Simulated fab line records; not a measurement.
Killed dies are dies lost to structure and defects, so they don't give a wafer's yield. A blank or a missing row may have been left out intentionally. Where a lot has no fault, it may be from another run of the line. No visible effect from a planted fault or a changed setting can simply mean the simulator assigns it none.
Chamber matching -- flow nand_harc -- 4 sister chambers for NHARC_A_SLIT_ETCH_29 on rie_diel-03
The step etches the open film in CF4/O2, target depth 100 nm, overetch 10 nm, time 55 s. 4 wafers are shown with their chamber, then 7 later ones without.

## WAFERS WITH THEIR CHAMBER
wafer,chamber,drypump_motor_current_A (A)
L084.5,0,5.7
L089.2,2,6.1
L091.1,3,5.9
L091.3,1,5.3

## WAFERS MISSING THEIR CHAMBER
wafer,drypump_motor_current_A (A)
L091.6,5.9
L097.1,5.3
L097.4,6.2
L097.6,6.1
L096.1,5.8
L096.2,5.9
L096.4,5.3

## WHICH CHAMBER EACH ONE RAN IN
wafer,from the rows above,in truth
L091.6,3,3
L097.1,1,1
L097.4,2,2
L097.6,2,2
L096.1,can't be placed: 0 or 3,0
L096.2,3,3
L096.4,1,1
Placed correctly: 6 of 7. Not placeable from these rows: 1 (in 1, the candidates include the true chamber). Placed wrongly: 0.
How it was worked out, from the rows above alone: a wafer's distance from a chamber is the root of the sum, over the readings, of the square of ((its reading less the chamber's mean) divided by the reading's scatter). If the next closest chamber is less than 2 further off than the closest, the wafer can't be placed; otherwise it belongs to the closest. Each chamber's mean is taken over the wafers shown for it. The scatter (one wafer shown for each chamber): square how far every hidden wafer sits from the nearest shown wafer, average those squares and take the square root.
